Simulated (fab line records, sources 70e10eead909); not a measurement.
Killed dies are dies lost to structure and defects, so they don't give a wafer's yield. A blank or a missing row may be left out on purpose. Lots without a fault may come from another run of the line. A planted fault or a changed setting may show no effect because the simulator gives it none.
A struck lot beside a sound one | flow nand_harc | 14 steps out of a route of 1302
Sound: wafers L751.2, L751.3, L751.4. Struck: wafers L765.2, L765.3, L765.5. The cause comes at the end.
At each step with rows: each side's tool, then ch and its chambers, then its first start. Under that, the readings that differ: sound wafers | struck wafers | difference of the means | sigmas: that difference in standard deviations of wafers without a fault.
alike: readings whose means differ by less than 2 such deviations, and words and numbers that are the same on both sides. not compared: withheld readings, readings that some wafer has no value for, bounds like >300 that may hide the same value, and numbers for which the record gives no deviation and whose values overlap.
The two part at a step that has a row with sigmas, a row that says differs or no value, or rows on one side only. Numbers that don't overlap but have no deviation are shown without sigmas and don't part them. A reading that every wafer of one side lacks parts them only if that side has two wafers or more.

NHARC_A_DECK1_JOINT_ETCHBACK_00: etches the open film in HBr, target depth 30 nm, time 17.4 s.
  sound on rie_si-04 ch 0,1,2, day 12 05:19; struck on rie_si-01 ch 0,2, day 17 14:17
  alike: chamber_pressure_mTorr, drypump_motor_current_A, oes_product_au, throttle_valve_pct
  not compared: rf_hours_counter_h
then, 8 steps without rows for these wafers: NHARC_A_DECK1_JOINT_PRECLEAN_30 (cleans in SC1); NHARC_A_DECK1_JOINT_SRD_31; NHARC_A_DECK1_JOINT_CVD_34 (deposits SiNx, target thk 20 nm); NHARC_A_DECK1_JOINT_DEP_06 (deposits SiOx, target thk 80 nm); NHARC_A_DECK1_JOINT_CURE_26 (time 32 s); NHARC_A_DECK1_JOINT_ANNEAL_27 (time 3600 s); NHARC_A_DECK1_JOINT_ANNEAL_28 (time 1800 s); NHARC_A_DECK1_JOINT_ANNEAL_29 (time 1800 s).
NHARC_A_DECK1_JOINT_CMP_02: polishes SiOx.
  sound on cmp-04 ch 0,2,3, day 13 04:15; struck on cmp-04 ch 1,3, day 18 13:06
  alike: motor_current_A, retaining_ring_pressure_frac
then, 1 step without rows for these wafers: NHARC_A_DECK1_JOINT_SRD_15.
NHARC_A_DECK1_JOINT_DEP_16: deposits SiO2, target thk 45 nm.
  sound on pecvd-02 ch 1,2, day 13 04:38; struck on pecvd-02 ch 0,1,2, day 18 13:38
  reading            | sound             | struck            | difference | sigmas
  rf_fwd_power_W (W) | 895.2 899.2 901.2 | 788.6 792.3 791.1 | -107.9     | -37
  alike: heater_power_w, throttle_valve_pct
NHARC_A_DECK1_JOINT_THK_MEAS_17: measures by ellipsometry.
  sound on film_metro-01, day 13 04:55; struck on film_metro-02, day 18 13:57
  alike: thk_nm
NHARC_END_SORT_01:
  the record has rows for the sound wafers here (prober-02 ch 0, day 25 06:47) and none for the struck ones

WHERE THEY PART
First at NHARC_A_DECK1_JOINT_DEP_16; last, within this record, at NHARC_END_SORT_01.

WHY: what the simulator had put in
Process parameter drift: pecvd-02, from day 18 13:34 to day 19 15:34, at NHARC_A_DECK1_JOINT_DEP_16. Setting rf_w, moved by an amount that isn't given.
